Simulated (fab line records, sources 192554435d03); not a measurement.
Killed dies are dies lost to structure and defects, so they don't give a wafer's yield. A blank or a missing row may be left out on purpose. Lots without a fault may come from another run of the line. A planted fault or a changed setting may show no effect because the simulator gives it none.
Tool commonality check | flow n5_finfet | 10 lots, 30 wafers sampled

WHY IT WAS OPENED
At N5_BEOL_M5_THK_MEAS_01 the reading M5_ILD_THK is flagged on 2 of 10 lots. Wafers without a fault read 120.9 nm, standard deviation 1.7.
Rule: a lot is flagged when every wafer of it that has a number lies more than 4 standard deviations from that mean, or none has a number. The other lots count as sound.

lot  | measured     | on            | M5_ILD_THK (nm), wafer by wafer | flag
L259 | day 8 06:47  | film_metro-02 | 119.7 122.0 121.5               |
L260 | day 8 11:33  | film_metro-02 | 118.0 122.2 120.0               |
L264 | day 9 11:06  | film_metro-01 | 120.3 121.4 123.2               |
L265 | day 9 15:19  | film_metro-02 | 117.6 119.9 120.2               |
L267 | day 9 20:49  | film_metro-01 | 122.4 120.9 123.3               |
L268 | day 10 00:23 | film_metro-01 | 100.6 102.7 100.7               | FLAGGED
L273 | day 12 00:55 | film_metro-02 | 99.5 99.5 101.9                 | FLAGGED
L276 | day 12 09:09 | film_metro-01 | 120.1 123.7 123.1               |
L277 | day 12 18:38 | film_metro-01 | 117.1 120.0 119.4               |
L280 | day 13 15:12 | film_metro-01 | 118.4 118.1 121.6               |
The numbers of the flagged lots are 100.8 nm on average: -20.1 nm against the usual, or -12 standard deviations.

WHICH TOOL RAN EACH LOT
The record holds 4 process steps before the reading, out of a route of 1938 steps. In each cell: the tool, then ch and the chambers that the sampled wafers went through, then the start.
lot  | flag    | N5_BEOL_M4_ANNEAL_80         | N5_BEOL_M4_ANNEAL_95         | N5_BEOL_M5_ILD_DEP_00           | N5_BEOL_M5_CURE_79
L259 |         | pvd_sputter-03, day 8 02:38  | pvd_sputter-03, day 8 03:57  | pecvd-02 ch 0,1, day 8 06:12    | uv_cure-01 ch 0, day 8 06:26
L260 |         | pvd_sputter-01, day 8 07:27  | pvd_sputter-01, day 8 08:46  | pecvd-04 ch 0,1, day 8 10:59    | uv_cure-01 ch 2, day 8 11:07
L264 |         | pvd_sputter-02, day 9 06:59  | pvd_sputter-02, day 9 08:18  | pecvd-02 ch 0,1, day 9 10:31    | uv_cure-03 ch 2, day 9 10:35
L265 |         | pvd_sputter-03, day 9 10:57  | pvd_sputter-03, day 9 12:16  | pecvd-02 ch 0, day 9 14:43      | uv_cure-02 ch 1, day 9 14:48
L267 |         | pvd_sputter-01, day 9 16:41  | pvd_sputter-01, day 9 18:00  | pecvd-01 ch 0,1, day 9 20:13    | uv_cure-01 ch 2, day 9 20:17
L268 | FLAGGED | pvd_sputter-01, day 9 20:15  | pvd_sputter-01, day 9 21:34  | pecvd-02 ch 0,1, day 9 23:49    | uv_cure-03 ch 1, day 10 00:02
L273 | FLAGGED | pvd_sputter-01, day 11 20:11 | pvd_sputter-01, day 11 21:31 | pecvd-02 ch 0,1,2, day 12 00:21 | uv_cure-01 ch 0, day 12 00:29
L276 |         | pvd_sputter-02, day 12 04:32 | pvd_sputter-02, day 12 05:52 | pecvd-01 ch 0,2, day 12 08:04   | uv_cure-03 ch 0, day 12 08:10
L277 |         | pvd_sputter-03, day 12 14:32 | pvd_sputter-03, day 12 15:51 | pecvd-04 ch 0,2, day 12 18:04   | uv_cure-01 ch 2, day 12 18:08
L280 |         | pvd_sputter-01, day 13 11:07 | pvd_sputter-01, day 13 12:26 | pecvd-04 ch 0,2, day 13 14:38   | uv_cure-01 ch 0, day 13 14:46
What these steps do:
- N5_BEOL_M4_ANNEAL_80: time 240 s.
- N5_BEOL_M4_ANNEAL_95: time 240 s.
- N5_BEOL_M5_ILD_DEP_00: deposits SiCOH lowk from DEMS/porogen, target thk 140.64 nm, time 25.9 s.
- N5_BEOL_M5_CURE_79: cures SiCOH lowk, time 240 s.
- N5_BEOL_M5_THK_MEAS_01

FLAGGED OVER TOTAL, TOOL BY TOOL (the gauges that took the reading come last)
step                   | tool           | lots run | flagged | share of the flagged lots | sound lots run after its first flagged lot
N5_BEOL_M4_ANNEAL_80   | pvd_sputter-01 | 5        | 2       | all                       | 1 (L280)
N5_BEOL_M4_ANNEAL_80   | pvd_sputter-02 | 2        | 0       | none                      | -
N5_BEOL_M4_ANNEAL_80   | pvd_sputter-03 | 3        | 0       | none                      | -
N5_BEOL_M4_ANNEAL_95   | pvd_sputter-01 | 5        | 2       | all                       | 1 (L280)
N5_BEOL_M4_ANNEAL_95   | pvd_sputter-02 | 2        | 0       | none                      | -
N5_BEOL_M4_ANNEAL_95   | pvd_sputter-03 | 3        | 0       | none                      | -
N5_BEOL_M5_ILD_DEP_00  | pecvd-01       | 2        | 0       | none                      | -
N5_BEOL_M5_ILD_DEP_00  | pecvd-02       | 5        | 2       | all                       | 0
N5_BEOL_M5_ILD_DEP_00  | pecvd-04       | 3        | 0       | none                      | -
N5_BEOL_M5_CURE_79     | uv_cure-01     | 6        | 1       | some                      | 2 (L277,L280)
N5_BEOL_M5_CURE_79     | uv_cure-02     | 1        | 0       | none                      | -
N5_BEOL_M5_CURE_79     | uv_cure-03     | 3        | 1       | some                      | 1 (L276)
N5_BEOL_M5_THK_MEAS_01 | film_metro-01  | 6        | 1       | some                      | 3 (L276,L277,L280)
N5_BEOL_M5_THK_MEAS_01 | film_metro-02  | 4        | 1       | some                      | 0

WHAT THE TABLE ALLOWS
3 rows of the table ran every flagged lot: pvd_sputter-01 at N5_BEOL_M4_ANNEAL_80, pvd_sputter-01 at N5_BEOL_M4_ANNEAL_95, pecvd-02 at N5_BEOL_M5_ILD_DEP_00.
- pvd_sputter-01 at N5_BEOL_M4_ANNEAL_80: 2 of its 5 lots flagged. Sound lots ran on it after the first flagged one (L280), which a lasting fault on the whole tool wouldn't allow.
- pvd_sputter-01 at N5_BEOL_M4_ANNEAL_95: 2 of its 5 lots flagged. Sound lots ran on it after the first flagged one (L280), which a lasting fault on the whole tool wouldn't allow.
- pecvd-02 at N5_BEOL_M5_ILD_DEP_00: 2 of its 5 lots flagged. Its last sound lot is L265 (day 9 14:43), its first flagged lot L268 (day 9 23:49): a fault that began between those two fits.
One tool is left: pecvd-02 at N5_BEOL_M5_ILD_DEP_00.

WHAT THE SIMULATOR HAD PUT IN
Site profile drift: pecvd-02, from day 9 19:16 on, at N5_BEOL_M5_ILD_DEP_00. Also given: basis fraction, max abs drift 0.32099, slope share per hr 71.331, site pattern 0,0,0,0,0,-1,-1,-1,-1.
Lots struck among those shown: L268, L273. The rule above found the same.
